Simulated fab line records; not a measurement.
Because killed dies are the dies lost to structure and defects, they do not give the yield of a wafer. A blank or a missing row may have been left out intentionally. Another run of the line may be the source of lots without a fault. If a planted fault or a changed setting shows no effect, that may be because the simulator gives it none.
Matching of chambers | flow nand-harc | rie-diel-08 running NHARC_A_STAIRCASE_DESCUM_168: 4 sister chambers
The step chemistry O2, time 3 s. 16 wafers are shown with their chamber, then 8 later ones without.

## WAFERS PAIRED WITH THEIR CHAMBERS
wafer  | chamber | drypump-motor-current-A (A) | showerhead-plenum-p-Torr (Torr) | rf-vpp-V (V)
L077.2 | 1       | 5.5                         | 1.93                            | 58.6
L077.4 | 3       | 5.1                         | 1.97                            | 58.3
L077.5 | 0       | 6.1                         | 2.08                            | 56.8
L082.3 | 1       | 5.5                         | 1.93                            | 59.2
L082.4 | 0       | 6.1                         | 2.07                            | 57.8
L082.5 | 1       | 5.5                         | 1.93                            | 58.1
L083.3 | 1       | 5.5                         | 1.93                            | 58.5
L083.4 | 2       | 6.3                         | 1.92                            | 56.3
L083.6 | 1       | 5.5                         | 1.93                            | 57.3
L087.1 | 1       | 5.5                         | 1.92                            | 57.8
L087.2 | 0       | 6.1                         | 2.07                            | 57.8
L087.3 | 2       | 6.3                         | 1.91                            | 56.8
L086.1 | 1       | 5.5                         | 1.92                            | 57.4
L086.3 | 0       | 6.0                         | 2.07                            | 56.8
L086.4 | 3       | 5.1                         | 1.95                            | 58.9
L091.2 | 1       | 5.5                         | 1.92                            | 58.1

SIGNATURES (averages over the wafers above)
reading                  | chamber 0 | chamber 1 | chamber 2 | chamber 3 | scatter within a chamber
drypump-motor-current-A  | 6.075     | 5.500     | 6.300     | 5.100     | 0.025
showerhead-plenum-p-Torr | 2.0725    | 1.9263    | 1.9150    | 1.9600    | 0.00654
rf-vpp-V                 | 57.300    | 58.125    | 56.550    | 58.600    | 0.587
Rule: a wafer's distance from a chamber is the root of the sum, over the readings, of the square of ((its reading less the chamber's mean) divided by the reading's scatter). The wafer belongs to the nearest chamber; if the next one is less than 2 further off, it can't be placed. How the scatter is found: for the shown wafers, subtract from each reading the mean of its chamber, square and add these, divide the total by (wafers less chambers), then take the root.

## WAFERS WITHOUT THEIR CHAMBER
wafer  | drypump-motor-current-A (A) | showerhead-plenum-p-Torr (Torr) | rf-vpp-V (V)
L091.3 | 5.1                         | 1.95                            | 58.7
L091.4 | 6.1                         | 2.06                            | 57.8
L090.2 | 5.1                         | 1.95                            | 57.7
L090.4 | 5.5                         | 1.92                            | 55.9
L090.5 | 6.3                         | 1.91                            | 59.8
L095.1 | 5.1                         | 1.94                            | 58.5
L095.2 | 5.5                         | 1.91                            | 57.8
L095.6 | 6.0                         | 2.06                            | 58.3

## WHICH CHAMBER EACH ONE RAN IN
wafer  | from the rows above | in truth
L091.3 | 3                   | 3
L091.4 | 0                   | 0
L090.2 | 3                   | 3
L090.4 | 1                   | 1
L090.5 | 2                   | 2
L095.1 | 3                   | 3
L095.2 | 1                   | 1
L095.6 | 0                   | 0
8 of 8 placed correctly. From these rows, 0 cannot be placed. Placed wrongly: 0.
